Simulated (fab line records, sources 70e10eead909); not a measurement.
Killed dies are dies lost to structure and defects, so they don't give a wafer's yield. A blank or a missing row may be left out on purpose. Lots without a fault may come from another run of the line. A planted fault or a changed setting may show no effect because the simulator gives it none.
A struck lot beside a sound one | flow nand_harc | 41 steps out of a route of 1302
Sound: wafers L782.1, L782.2, L782.4. Struck: wafer L803.3. (L803.5, L803.6 of the same lot were not struck and are left out.) The cause comes at the end.
At each step with rows: each side's tool, then ch and its chambers, then its first start. Under that, the readings that differ: sound wafers | struck wafers | difference of the means | sigmas: that difference in standard deviations of wafers without a fault.
alike: readings whose means differ by less than 2 such deviations, and words and numbers that are the same on both sides. not compared: withheld readings, readings that some wafer has no value for, bounds like >300 that may hide the same value, and numbers for which the record gives no deviation and whose values overlap.
The two part at a step that has a row with sigmas, a row that says differs or no value, or rows on one side only. Numbers that don't overlap but have no deviation are shown without sigmas and don't part them. A reading that every wafer of one side lacks parts them only if that side has two wafers or more.

NHARC_A_M1_OVL_MEAS_10: pitch 240 nm.
  sound on overlay-01, day 22 07:20; struck on overlay-02, day 30 22:40
  alike: overlay_x_nm, overlay_y_nm
NHARC_A_M1_INSPECT_11:
  sound on defect_inspect-01, day 22 07:22; struck on defect_inspect-01, day 30 22:43
  alike: raw_defect_count
then, 3 steps without rows for these wafers: NHARC_A_M1_DESCUM_14 (chemistry O2, time 3 s); NHARC_A_M1_ETCH_35 (etches the open film in N2/H2, target depth 40 nm, overetch 12 nm, time 43.94 s); NHARC_A_M1_ETCH_15 (etches the open film in C4F8/Ar, target depth 182.5 nm, time 91.2 s).
NHARC_A_M1_CD_MEAS_16:
  sound on cd_sem-02, day 22 07:44; struck on cd_sem-03, day 30 23:05
  alike: cd_nm
then, 4 steps without rows for these wafers: NHARC_A_M1_STRIP_18 (strips in N2/H2); NHARC_A_M1_ETCH_28 (etches the open film in CF4/N2, target depth 30 nm, time 72.99 s); NHARC_A_M1_STRIP_19 (strips in post etch residue remover, time 600 s); NHARC_A_M1_DEGAS_29 (time 60 s).
NHARC_A_M1_PRE_CLEAN_30: time 30 s.
  sound on pvd_sputter-03; struck on pvd_sputter-03
  alike: heater_power_w
NHARC_A_M1_PVD_20: deposits TaN, target thk 5 nm, time 8.06 s.
  sound on pvd_sputter-03; struck on pvd_sputter-03
  alike: throttle_valve_pct
NHARC_A_M1_PVD_21: deposits Cu, target thk 30 nm, time 20.49 s.
  sound on pvd_sputter-03, day 22 08:41; struck on pvd_sputter-03, day 31 00:02
  alike: throttle_valve_pct
then, 4 steps without rows for these wafers: NHARC_A_M1_ECD_22 (material Cu, target thk 400 nm); NHARC_A_M1_ANNEAL_31 (time 90 s); NHARC_A_M1_CMP_23 (polishes, t overpolish 20 s, target thk 154.34 nm); NHARC_A_M1_SRD_25.
NHARC_A_M1_INSPECT_27:
  sound on defect_inspect-02, day 22 10:00; struck on defect_inspect-02, day 31 01:39
  alike: raw_defect_count
then, 1 step without rows for these wafers: NHARC_A_M1_PRE_CLEAN_32 (time 12 s).
NHARC_A_M1_DEP_33: deposits SiCN, target thk 30 nm.
  sound on pecvd-01 ch 0,2, day 22 10:11; struck on pecvd-02 ch 1, day 31 03:53
  alike: heater_power_w
NHARC_A_BONDPAD_DEP_00: deposits SiCN, target thk 250 nm.
  the record has rows for the sound wafers here (pecvd-03 ch 1,2, day 22 10:52) and none for the struck ones
NHARC_A_BONDPAD_CMP_29: polishes SiCN, target thk 200 nm.
  the record has rows for the sound wafers here (cmp-04 ch 0,2,3, day 22 11:16) and none for the struck ones
NHARC_A_BONDPAD_THK_MEAS_30: measures by ellipsometry.
  the record has rows for the sound wafers here (film_metro-01, day 22 11:31) and none for the struck ones
then, 10 steps without rows for these wafers: NHARC_A_BONDPAD_SRD_31; NHARC_A_BONDPAD_DEHYDRATE_01 (time 120 s); NHARC_A_BONDPAD_HMDS_02 (time 30 s); NHARC_A_BONDPAD_COAT_33 (time 65 s); NHARC_A_BONDPAD_COAT_03 (resist thk 600 nm); NHARC_A_BONDPAD_SOFTBAKE_04 (time 70 s); NHARC_A_BONDPAD_EBR_05; NHARC_A_BONDPAD_EXPOSE_06 (exposes mask A BPAD); NHARC_A_BONDPAD_PEB_07 (peb time 80 s); NHARC_A_BONDPAD_DEVELOP_08 (time 50 s).
NHARC_A_BONDPAD_CD_MEAS_09: target cd 500 nm.
  the record has rows for the sound wafers here (cd_sem-01 ch 0, day 22 11:58) and none for the struck ones
NHARC_A_BONDPAD_OVL_MEAS_35:
  the record has rows for the sound wafers here (overlay-02, day 22 12:03) and none for the struck ones
then, 4 steps without rows for these wafers: NHARC_A_BONDPAD_HARDBAKE_10 (time 65 s); NHARC_A_BONDPAD_DESCUM_11 (chemistry O2, time 3 s); NHARC_A_BONDPAD_ETCH_34 (etches the open film in N2/H2, target depth 60 nm, overetch 18 nm, time 65.91 s); NHARC_A_BONDPAD_ETCH_12 (etches the open film in CHF3/O2, target depth 220 nm, time 110 s).
NHARC_A_BONDPAD_CD_MEAS_13:
  the record has rows for the sound wafers here (cd_sem-03, day 22 12:29) and none for the struck ones
NHARC_END_SORT_01:
  sound on prober-02 ch 0, day 26 09:21; struck on prober-01 ch 0, day 32 11:29
  reading                  | sound          | struck                   | difference                   | sigmas
  hold                     | - - -          | await_dispo/3.6h/release | no value on the sound wafers |
  defect_limited_yield (%) | 92.6 91.6 90.5 | 0                        | -92                          | -37
  killed_at_array          | 47 49 57       | 672                      | +621                         | +34
  killed_dies              | 50 57 64       | 677                      | +620                         | +36
  alike: killed_at_other, killed_at_periphery, killed_open, killed_short

WHERE THEY PART
First at NHARC_A_BONDPAD_DEP_00; last, within this record, at NHARC_END_SORT_01.

WHY: what the simulator had put in
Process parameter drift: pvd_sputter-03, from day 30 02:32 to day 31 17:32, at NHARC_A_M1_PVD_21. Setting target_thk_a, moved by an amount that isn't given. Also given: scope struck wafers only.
